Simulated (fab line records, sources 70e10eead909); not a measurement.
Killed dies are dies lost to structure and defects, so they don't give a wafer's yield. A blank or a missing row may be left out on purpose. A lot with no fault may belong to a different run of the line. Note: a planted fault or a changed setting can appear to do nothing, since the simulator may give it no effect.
fab line records    flow nand-harc
record lots=6  wafers=18  last-day=34
route steps=1302 shown A_ONON_D1@426 END@1302
lots with no fault: from the same line, run without faults
start-h: the number of hours between the record's first day and the start of the first shown wafer of the lot    wait-h: hours elapsed since this lot's preceding step    " repeats the value in the row above    L1.1+2: a row that stands for several wafers    - no value, or no start was given    * or withheld: withheld    < > ~ a bound
route shown NAME@n: names a module that has steps shown in the file, with the first one's number in the route    usual: the fault-free wafers' mean and standard deviation    same: alike in all rows    chamber/n: place in a boat    sites: each site's reading    _std_site: how widely they spread, as a standard deviation    _edge_site: the outer-site mean with the inner-site mean subtracted    radius-mm: how far each site lies from the wafer's centre    mask NAME#n: copy n    behind: the last tool/chamber to shape the wafer    hold: what put the lot on hold/how long, in hours/how the hold closed    device: whichever transistor did not switch (one of n, p or np)    end of line: at the end of the route, the tests of the same wafers    step lacking rows: just its recipe    killed: dies lost to structure and defects at the first sort, not the wafer's yield    map: a wafer's dies, marking killed ones x, the rest . and places with no die _
set.NAME: the setting that was run; set.NAME@STEP: the one run at that earlier step    model.NAME: the simulator's own value behind a step, which no gauge read
lots seen at some steps along the route; tables by step, rows by wafer
services: a tool's chamber out of use, with start hour (start-h, from the record's first day; less than 0 if before it), hours out, and reason
## steps
# step NHARC_A_ONON_D1_DEP_03
# recipe target-thk-a=10000  n2-flow-sccm=2750  n2o-flow-sccm=2000  nh3-flow-sccm=500  sih4-flow-sccm=210  temp-c=400
# step NHARC_A_ONON_D1_THK_MEAS_05
# recipe thk-meas-gauge=ellipsometry
# usual thk-nm=1002/10
lot.wafer  tool           chamber  start-h  wait-h  thk-nm
L874.1     film-metro-02  -        204.32   -       1012
L874.4     "              -        "        "       1013
L874.5     "              -        "        "       1014
L877.2     film-metro-01  -        231.91   -       994
L877.3     "              -        "        "       995
L877.4     "              -        "        "       994
L881.1     film-metro-01  -        272.27   -       1003
L881.4     "              -        "        "       1002
L881.6     "              -        "        "       1003
L882.1     film-metro-02  -        282.87   -       1004
L882.4     "              -        "        "       1003
L882.5     "              -        "        "       1004
L887.1     film-metro-02  -        336.35   -       1002
L887.4     "              -        "        "       1002
L887.5     "              -        "        "       1001
L890.3     film-metro-01  -        373.70   -       1007
L890.4     "              -        "        "       1007
L890.6     "              -        "        "       1006
# step NHARC_A_ONON_D1_DEP_06
# recipe target-thk-a=10000  n2-flow-sccm=2750  n2o-flow-sccm=2000  nh3-flow-sccm=500  sih4-flow-sccm=210  temp-c=400
# step NHARC_A_ONON_D1_THK_MEAS_08
# recipe thk-meas-gauge=ellipsometry
# usual thk-nm=1001/9.5
lot.wafer  tool           chamber  start-h  wait-h  thk-nm
L874.1     film-metro-01  -        204.89   -       1009
L874.4     "              -        "        "       1007
L874.5     "              -        "        "       1010
L877.2     film-metro-02  -        232.48   -       998
L877.3     "              -        "        "       998
L877.4     "              -        "        "       996
L881.1     film-metro-02  -        272.83   -       1011
L881.4     "              -        "        "       1012
L881.6     "              -        "        "       1012
L882.1     film-metro-01  -        283.44   -       985
L882.4     "              -        "        "       988
L882.5     "              -        "        "       985
L887.1     film-metro-01  -        336.91   -       994
L887.4     "              -        "        "       996
L887.5     "              -        "        "       996
L890.3     film-metro-01  -        374.27   -       1001
L890.4     "              -        "        "       1002
L890.6     "              -        "        "       1002
# step NHARC_A_ONON_D1_DEP_09
# recipe target-thk-a=10000  n2-flow-sccm=2750  n2o-flow-sccm=2000  nh3-flow-sccm=500  sih4-flow-sccm=210  temp-c=400
# step NHARC_A_ONON_D1_THK_MEAS_11
# recipe thk-meas-gauge=ellipsometry
# usual thk-nm=1001/8.6
lot.wafer  tool           chamber  start-h  wait-h  thk-nm
L874.1     film-metro-02  -        205.45   -       1005
L874.4     "              -        "        "       1004
L874.5     "              -        "        "       1003
L877.2     film-metro-02  -        233.04   -       1006
L877.3     "              -        "        "       1005
L877.4     "              -        "        "       1006
L881.1     film-metro-02  -        273.40   -       1005
L881.4     "              -        "        "       1005
L881.6     "              -        "        "       1005
L882.1     film-metro-02  -        284.01   -       1003
L882.4     "              -        "        "       1002
L882.5     "              -        "        "       1003
L887.1     film-metro-01  -        337.47   -       995
L887.4     "              -        "        "       993
L887.5     "              -        "        "       993
L890.3     film-metro-01  -        374.84   -       991
L890.4     "              -        "        "       992
L890.6     "              -        "        "       993
# step NHARC_A_ONON_D1_DEP_12
# recipe target-thk-a=10000  n2-flow-sccm=2750  n2o-flow-sccm=2000  nh3-flow-sccm=500  sih4-flow-sccm=210  temp-c=400
# step NHARC_A_ONON_D1_THK_MEAS_14
# recipe thk-meas-gauge=ellipsometry
# usual thk-nm=1002/8.5
lot.wafer  tool           chamber  start-h  wait-h  thk-nm
L874.1     film-metro-01  -        206.02   -       1003
L874.4     "              -        "        "       1001
L874.5     "              -        "        "       1004
L877.2     film-metro-01  -        233.61   -       981
L877.3     "              -        "        "       983
L877.4     "              -        "        "       982
L881.1     film-metro-01  -        273.97   -       1009
L881.4     "              -        "        "       1011
L881.6     "              -        "        "       1009
L882.1     film-metro-01  -        284.58   -       993
L882.4     "              -        "        "       993
L882.5     "              -        "        "       994
L887.1     film-metro-01  -        338.04   -       1005
L887.4     "              -        "        "       1004
L887.5     "              -        "        "       1005
L890.3     film-metro-01  -        375.40   -       1013
L890.4     "              -        "        "       1012
L890.6     "              -        "        "       1013
# step NHARC_A_ONON_D1_ANNEAL_15
# recipe temp-c=750  time-s=3600
# step NHARC_A_ONON_D1_DEP_16
# recipe target-thk-a=10000  n2-flow-sccm=2750  n2o-flow-sccm=2000  nh3-flow-sccm=500  sih4-flow-sccm=210  temp-c=400
# step NHARC_A_ONON_D1_THK_MEAS_18
# recipe thk-meas-gauge=ellipsometry
# usual thk-nm=1003/12
lot.wafer  tool           chamber  start-h  wait-h  thk-nm
L874.1     film-metro-01  -        213.83   -       1003
L874.4     "              -        "        "       1003
L874.5     "              -        "        "       1002
L877.2     film-metro-02  -        241.65   -       986
L877.3     "              -        "        "       987
L877.4     "              -        "        "       986
L881.1     film-metro-01  -        282.01   -       1005
L881.4     "              -        "        "       1005
L881.6     "              -        "        "       1005
L882.1     film-metro-01  -        296.36   -       989
L882.4     "              -        "        "       989
L882.5     "              -        "        "       988
L887.1     film-metro-02  -        345.58   -       1004
L887.4     "              -        "        "       1004
L887.5     "              -        "        "       1002
L890.3     film-metro-01  -        383.21   -       1006
L890.4     "              -        "        "       1004
L890.6     "              -        "        "       1003
# step NHARC_A_ONON_D1_DEP_19
# recipe target-thk-a=10000  n2-flow-sccm=2750  n2o-flow-sccm=2000  nh3-flow-sccm=500  sih4-flow-sccm=210  temp-c=400
# usual sih4-flow-sccm=210.0/0.6
lot.wafer  tool           chamber  start-h  wait-h  sih4-flow-sccm
L874.1     pecvd-onon-04  0        213.88   0.1     209.3
L874.4     "              0        "        "       209.4
L874.5     "              0        "        "       209.4
L877.2     pecvd-onon-02  0        241.76   0.1     209.0
L877.3     "              0        "        "       210.8
L877.4     "              0        "        "       210.2
L881.1     pecvd-onon-02  0        282.06   0.1     210.7
L881.4     "              0        "        "       210.6
L881.6     "              0        "        "       210.5
L882.1     pecvd-onon-02  0        296.42   0.1     209.4
L882.4     "              0        "        "       210.3
L882.5     "              0        "        "       209.8
L887.1     pecvd-onon-04  0        345.64   0.1     209.6
L887.4     "              0        "        "       208.8
L887.5     "              0        "        "       209.7
L890.3     pecvd-onon-04  0        383.39   0.2     209.8
L890.4     "              0        "        "       210.2
L890.6     "              0        "        "       210.3
# step NHARC_A_ONON_D1_THK_MEAS_21
# recipe thk-meas-gauge=ellipsometry
# usual thk-nm=1001/13
lot.wafer  tool           chamber  start-h  wait-h  thk-nm
L874.1     film-metro-01  -        214.39   -       994
L874.4     "              -        "        "       992
L874.5     "              -        "        "       994
L877.2     film-metro-02  -        242.21   -       999
L877.3     "              -        "        "       999
L877.4     "              -        "        "       999
L881.1     film-metro-01  -        282.56   -       570
L881.4     "              -        "        "       571
L881.6     "              -        "        "       572
L882.1     film-metro-02  -        296.93   -       598
L882.4     "              -        "        "       596
L882.5     "              -        "        "       598
L887.1     film-metro-01  -        346.15   -       998
L887.4     "              -        "        "       997
L887.5     "              -        "        "       996
L890.3     film-metro-01  -        383.78   -       983
L890.4     "              -        "        "       984
L890.6     "              -        "        "       984
# step NHARC_A_ONON_D1_DEP_22
# recipe target-thk-a=10000  n2-flow-sccm=2750  n2o-flow-sccm=2000  nh3-flow-sccm=500  sih4-flow-sccm=210  temp-c=400
# step NHARC_END_SORT_01
# recipe temp-c=25
# usual killed-at-array=52/17  killed-at-other=0.9/1.2  killed-at-periphery=3.9/2.7  killed-dies=57/16  killed-open=3.3/1.9  killed-short=2.5/1.5
# same gross-dies=677
lot.wafer  tool       chamber  start-h  wait-h  killed-at-array  killed-at-other  killed-at-periphery  killed-dies  killed-open  killed-short
L881.1     prober-01  0        669.75   2.5     672              0                5                    677          3            5
L881.4     prober-01  0        672.13   3.4     676              0                1                    677          5            5
L881.6     prober-01  0        673.72   4.0     674              0                3                    677          0            2
L882.1     prober-02  0        677.50   2.4     664              3                10                   677          2            3
L882.4     prober-02  0        679.89   3.4     666              2                9                    677          2            3
L882.5     prober-02  0        680.68   3.7     663              1                13                   677          3            2
# killed by level:class
L881.1 A_ONON_D1:area-dep=599 A_CHANNEL_HOLE_D1:chamber-film-flake=40 A_CHANNEL_HOLE_D2:chamber-film-flake=21 A_CHANNEL_FILL_D1:geometric-particle:short=3 A_STAIRCASE:chamber-film-flake=3 P_CONTACT:geometric-particle:short=2 A_M1:chamber-film-flake=2 A_CHANNEL_FILL_D2:geometric-particle:open=1
L881.4 A_ONON_D1:area-dep=622 A_CHANNEL_HOLE_D1:chamber-film-flake=28 A_CHANNEL_HOLE_D2:chamber-film-flake=5 A_ONON_D2:geometric-particle:open=3 A_M1:chamber-film-flake=3 A_CHANNEL_FILL_D2:geometric-particle:open=2 A_CHANNEL_FILL_D2:geometric-particle:short=2 A_WL_FILL:geometric-particle:short=2
L881.6 A_ONON_D1:area-dep=614 A_CHANNEL_HOLE_D1:chamber-film-flake=35 A_CHANNEL_HOLE_D2:chamber-film-flake=14 P_ZERO_WELL:chamber-film-flake=2 A_CONTACT:chamber-film-flake=2 A_CHANNEL_FILL_D2:chamber-film-flake=2 A_CHANNEL_FILL_D1:geometric-particle:short=1 A_WL_FILL:geometric-particle:short=1
L882.1 A_ONON_D1:area-dep=625 A_SLIT:chamber-film-flake=26 P_GATE:chamber-film-flake=6 A_DECK1_JOINT:chamber-film-flake=3 THIN_TSV:chamber-film-flake=3 P_CONTACT:chamber-film-flake=2 A_CHANNEL_HOLE_D2:chamber-film-flake=2 A_STAIRCASE:chamber-film-flake=2
L882.4 A_ONON_D1:area-dep=631 A_SLIT:chamber-film-flake=21 P_CONTACT:chamber-film-flake=5 P_GATE:chamber-film-flake=3 A_CHANNEL_HOLE_D1:chamber-film-flake=2 A_CHANNEL_HOLE_D2:chamber-film-flake=2 A_WL_FILL:chamber-film-flake=2 THIN_TSV:chamber-film-flake=2
L882.5 A_ONON_D1:area-dep=622 A_SLIT:chamber-film-flake=28 P_CONTACT:chamber-film-flake=9 A_CHANNEL_HOLE_D1:chamber-film-flake=5 P_GATE:chamber-film-flake=4 A_ONON_D1:geometric-particle:short=1 A_CHANNEL_FILL_D1:geometric-particle:open=1 A_CHANNEL_FILL_D2:geometric-particle:open=1
# map L881.1 (x killed, . not)
____________x____________
_________xxxxxxx_________
_______xxxxxxxxxxx_______
______xxxxxxxxxxxxx______
_____xxxxxxxxxxxxxxx_____
____xxxxxxxxxxxxxxxxx____
____xxxxxxxxxxxxxxxxx____
___xxxxxxxxxxxxxxxxxxx___
___xxxxxxxxxxxxxxxxxxx___
__xxxxxxxxxxxxxxxxxxxxx__
__xxxxxxxxxxxxxxxxxxxxx__
_xxxxxxxxxxxxxxxxxxxxxxx_
_xxxxxxxxxxxxxxxxxxxxxxx_
_xxxxxxxxxxxxxxxxxxxxxxx_
_xxxxxxxxxxxxxxxxxxxxxxx_
_xxxxxxxxxxxxxxxxxxxxxxx_
xxxxxxxxxxxxxxxxxxxxxxxxx
xxxxxxxxxxxxxxxxxxxxxxxxx
xxxxxxxxxxxxxxxxxxxxxxxxx
xxxxxxxxxxxxxxxxxxxxxxxxx
xxxxxxxxxxxxxxxxxxxxxxxxx
_xxxxxxxxxxxxxxxxxxxxxxx_
_xxxxxxxxxxxxxxxxxxxxxxx_
_xxxxxxxxxxxxxxxxxxxxxxx_
_xxxxxxxxxxxxxxxxxxxxxxx_
_xxxxxxxxxxxxxxxxxxxxxxx_
__xxxxxxxxxxxxxxxxxxxxx__
__xxxxxxxxxxxxxxxxxxxxx__
___xxxxxxxxxxxxxxxxxxx___
___xxxxxxxxxxxxxxxxxxx___
____xxxxxxxxxxxxxxxxx____
____xxxxxxxxxxxxxxxxx____
_____xxxxxxxxxxxxxxx_____
______xxxxxxxxxxxxx______
_______xxxxxxxxxxx_______
_________xxxxxxx_________
____________x____________
# map L882.1 (x killed, . not)
____________x____________
_________xxxxxxx_________
_______xxxxxxxxxxx_______
______xxxxxxxxxxxxx______
_____xxxxxxxxxxxxxxx_____
____xxxxxxxxxxxxxxxxx____
____xxxxxxxxxxxxxxxxx____
___xxxxxxxxxxxxxxxxxxx___
___xxxxxxxxxxxxxxxxxxx___
__xxxxxxxxxxxxxxxxxxxxx__
__xxxxxxxxxxxxxxxxxxxxx__
_xxxxxxxxxxxxxxxxxxxxxxx_
_xxxxxxxxxxxxxxxxxxxxxxx_
_xxxxxxxxxxxxxxxxxxxxxxx_
_xxxxxxxxxxxxxxxxxxxxxxx_
_xxxxxxxxxxxxxxxxxxxxxxx_
xxxxxxxxxxxxxxxxxxxxxxxxx
xxxxxxxxxxxxxxxxxxxxxxxxx
xxxxxxxxxxxxxxxxxxxxxxxxx
xxxxxxxxxxxxxxxxxxxxxxxxx
xxxxxxxxxxxxxxxxxxxxxxxxx
_xxxxxxxxxxxxxxxxxxxxxxx_
_xxxxxxxxxxxxxxxxxxxxxxx_
_xxxxxxxxxxxxxxxxxxxxxxx_
_xxxxxxxxxxxxxxxxxxxxxxx_
_xxxxxxxxxxxxxxxxxxxxxxx_
__xxxxxxxxxxxxxxxxxxxxx__
__xxxxxxxxxxxxxxxxxxxxx__
___xxxxxxxxxxxxxxxxxxx___
___xxxxxxxxxxxxxxxxxxx___
____xxxxxxxxxxxxxxxxx____
____xxxxxxxxxxxxxxxxx____
_____xxxxxxxxxxxxxxx_____
______xxxxxxxxxxxxx______
_______xxxxxxxxxxx_______
_________xxxxxxx_________
____________x____________
## services
tool           chamber  start-h  hours  kind
pecvd-onon-04  -        311.32   13.0   pm
pecvd-onon-02  -        366.24   13.0   pm
## key
first-sign step=NHARC_A_ONON_D1_THK_MEAS_21  reading=thk-nm  direction=down  sigmas=33  usual=1001  struck=584
effect step=NHARC_END_SORT_01  reading=killed-dies  direction=up  sigmas=38  usual=57  struck=677
more-kills-born-at NHARC_A_ONON_D1_DEP_19@pecvd-onon-02=3713
met-at NHARC_A_ONON_D1_DEP_19
struck-wafers L881.1,L881.4,L881.6,L882.1,L882.4,L882.5
later-rows-left-out L881.1,L881.4,L881.6,L882.1,L882.4,L882.5
tester-left-out L881,L882
onset-between 241.76 282.06
fault kind=process-parameter-drift  tool=pecvd-onon-02  chamber=0  onset-h=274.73  steps=NHARC_A_ONON_D1_DEP_19  channel=target-thk-a  offset=*  shape=step  end-h=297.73  acts-in=*  stated=*
# tester-left-out: of these lots the tester's yield and bins aren't shown, on N5 and GAA mostly nor the transistor test; their killed dies are dies lost to structure and defects alone, not to doping, threshold or leakage, so they don't give the yield
# later-rows-left-out: the simulator's readings of these wafers behind a module that went badly wrong aren't trusted and aren't shown, but for the sort
